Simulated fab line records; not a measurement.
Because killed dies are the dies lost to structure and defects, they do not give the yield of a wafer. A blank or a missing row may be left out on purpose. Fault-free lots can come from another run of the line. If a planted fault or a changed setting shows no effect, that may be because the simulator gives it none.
Chamber matching || flow nandHarc || NHARC_P_CONTACT_STRIP_28 on rieDiel-05: 4 sister chambers
The step strips in O2. 22 wafers are shown with their chamber, then 11 later ones without.

== WAFERS PAIRED WITH THEIR CHAMBERS ==
{"wafer": "L076.1", "chamber": 2, "drypumpMotorCurrentA (A)": 5.1, "oesProductAu (a.u.)": 0.997, "throttleValvePct (%)": 17.048}
{"wafer": "L076.2", "chamber": 3, "drypumpMotorCurrentA (A)": 4.7, "oesProductAu (a.u.)": 0.989, "throttleValvePct (%)": 17.026}
{"wafer": "L076.4", "chamber": 0, "drypumpMotorCurrentA (A)": 5.8, "oesProductAu (a.u.)": 1.004, "throttleValvePct (%)": 17.051}
{"wafer": "L078.1", "chamber": 1, "drypumpMotorCurrentA (A)": 5.9, "oesProductAu (a.u.)": 1.015, "throttleValvePct (%)": 17.049}
{"wafer": "L078.3", "chamber": 0, "drypumpMotorCurrentA (A)": 5.8, "oesProductAu (a.u.)": 0.999, "throttleValvePct (%)": 17.051}
{"wafer": "L078.5", "chamber": 3, "drypumpMotorCurrentA (A)": 4.7, "oesProductAu (a.u.)": 0.988, "throttleValvePct (%)": 17.038}
{"wafer": "L077.2", "chamber": 0, "drypumpMotorCurrentA (A)": 5.9, "oesProductAu (a.u.)": 0.992, "throttleValvePct (%)": 17.037}
{"wafer": "L077.3", "chamber": 3, "drypumpMotorCurrentA (A)": 4.7, "oesProductAu (a.u.)": 0.990, "throttleValvePct (%)": 17.038}
{"wafer": "L077.4", "chamber": 1, "drypumpMotorCurrentA (A)": 5.9, "oesProductAu (a.u.)": 1.028, "throttleValvePct (%)": 17.037}
{"wafer": "L079.1", "chamber": 3, "drypumpMotorCurrentA (A)": 4.7, "oesProductAu (a.u.)": 0.996, "throttleValvePct (%)": 17.029}
{"wafer": "L079.2", "chamber": 0, "drypumpMotorCurrentA (A)": 5.9, "oesProductAu (a.u.)": 1.003, "throttleValvePct (%)": 17.027}
{"wafer": "L079.4", "chamber": 1, "drypumpMotorCurrentA (A)": 5.9, "oesProductAu (a.u.)": 1.040, "throttleValvePct (%)": 17.056}
{"wafer": "L080.1", "chamber": 0, "drypumpMotorCurrentA (A)": 5.8, "oesProductAu (a.u.)": 0.993, "throttleValvePct (%)": 17.023}
{"wafer": "L080.2", "chamber": 2, "drypumpMotorCurrentA (A)": 5.1, "oesProductAu (a.u.)": 1.002, "throttleValvePct (%)": 17.048}
{"wafer": "L080.3", "chamber": 1, "drypumpMotorCurrentA (A)": 5.8, "oesProductAu (a.u.)": 1.029, "throttleValvePct (%)": 17.029}
{"wafer": "L082.1", "chamber": 2, "drypumpMotorCurrentA (A)": 5.1, "oesProductAu (a.u.)": 1.011, "throttleValvePct (%)": 17.044}
{"wafer": "L082.4", "chamber": 3, "drypumpMotorCurrentA (A)": 4.7, "oesProductAu (a.u.)": 1.000, "throttleValvePct (%)": 17.045}
{"wafer": "L082.5", "chamber": 0, "drypumpMotorCurrentA (A)": 5.8, "oesProductAu (a.u.)": 1.005, "throttleValvePct (%)": 17.057}
{"wafer": "L085.1", "chamber": 3, "drypumpMotorCurrentA (A)": 4.7, "oesProductAu (a.u.)": 0.998, "throttleValvePct (%)": 17.035}
{"wafer": "L085.4", "chamber": 0, "drypumpMotorCurrentA (A)": 5.9, "oesProductAu (a.u.)": 1.014, "throttleValvePct (%)": 17.024}
{"wafer": "L085.6", "chamber": 3, "drypumpMotorCurrentA (A)": 4.7, "oesProductAu (a.u.)": 0.982, "throttleValvePct (%)": 17.033}
{"wafer": "L087.1", "chamber": 0, "drypumpMotorCurrentA (A)": 5.8, "oesProductAu (a.u.)": 1.002, "throttleValvePct (%)": 17.036}

SIGNATURES (averages over the wafers above)
{"reading": "drypumpMotorCurrentA", "chamber 0": 5.838, "chamber 1": 5.875, "chamber 2": 5.100, "chamber 3": 4.700, "scatter within a chamber": 0.0382}
{"reading": "oesProductAu", "chamber 0": 1.00150, "chamber 1": 1.02800, "chamber 2": 1.00333, "chamber 3": 0.99186, "scatter within a chamber": 0.00747}
{"reading": "throttleValvePct", "chamber 0": 17.03825, "chamber 1": 17.04275, "chamber 2": 17.04667, "chamber 3": 17.03486, "scatter within a chamber": 0.0104}
Rule: a wafer lies at a distance from a chamber equal to the root of the sum of squares, over the readings, of (its reading less the chamber's mean, divided by the reading's scatter). If the next closest chamber is less than 2 further off than the closest, the wafer can't be placed; otherwise it belongs to the closest. The scatter: the root of (the sum of the squares of (reading less its chamber's mean) over the shown wafers, divided by (wafers less chambers)).

== WAFERS WITH NO CHAMBER GIVEN ==
{"wafer": "L087.3", "drypumpMotorCurrentA (A)": 5.9, "oesProductAu (a.u.)": 1.016, "throttleValvePct (%)": 17.043}
{"wafer": "L087.5", "drypumpMotorCurrentA (A)": 5.8, "oesProductAu (a.u.)": 1.000, "throttleValvePct (%)": 17.039}
{"wafer": "L094.2", "drypumpMotorCurrentA (A)": 5.8, "oesProductAu (a.u.)": 1.000, "throttleValvePct (%)": 17.030}
{"wafer": "L094.3", "drypumpMotorCurrentA (A)": 5.9, "oesProductAu (a.u.)": 0.999, "throttleValvePct (%)": 17.022}
{"wafer": "L094.4", "drypumpMotorCurrentA (A)": 5.1, "oesProductAu (a.u.)": 0.981, "throttleValvePct (%)": 17.048}
{"wafer": "L095.1", "drypumpMotorCurrentA (A)": 5.1, "oesProductAu (a.u.)": 0.988, "throttleValvePct (%)": 17.034}
{"wafer": "L095.2", "drypumpMotorCurrentA (A)": 5.8, "oesProductAu (a.u.)": 1.007, "throttleValvePct (%)": 17.037}
{"wafer": "L095.5", "drypumpMotorCurrentA (A)": 4.7, "oesProductAu (a.u.)": 0.988, "throttleValvePct (%)": 17.046}
{"wafer": "L096.1", "drypumpMotorCurrentA (A)": 5.1, "oesProductAu (a.u.)": 0.980, "throttleValvePct (%)": 17.038}
{"wafer": "L096.2", "drypumpMotorCurrentA (A)": 5.8, "oesProductAu (a.u.)": 0.998, "throttleValvePct (%)": 17.007}
{"wafer": "L096.3", "drypumpMotorCurrentA (A)": 5.8, "oesProductAu (a.u.)": 1.016, "throttleValvePct (%)": 17.031}

== WHICH CHAMBER EACH ONE RAN IN ==
{"wafer": "L087.3", "from the rows above": "can't be placed: 1 or 0", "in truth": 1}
{"wafer": "L087.5", "from the rows above": 0, "in truth": 0}
{"wafer": "L094.2", "from the rows above": 0, "in truth": 0}
{"wafer": "L094.3", "from the rows above": 0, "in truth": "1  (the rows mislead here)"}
{"wafer": "L094.4", "from the rows above": 2, "in truth": 2}
{"wafer": "L095.1", "from the rows above": 2, "in truth": 2}
{"wafer": "L095.2", "from the rows above": 0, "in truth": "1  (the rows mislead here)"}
{"wafer": "L095.5", "from the rows above": 3, "in truth": 3}
{"wafer": "L096.1", "from the rows above": 2, "in truth": 2}
{"wafer": "L096.2", "from the rows above": 0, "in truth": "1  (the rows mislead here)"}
{"wafer": "L096.3", "from the rows above": "can't be placed: 0 or 1", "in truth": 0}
6 of 11 placed correctly. Unplaceable from these rows: 2, with the true chamber sitting among the candidates in 2. Wrongly placed: 3.
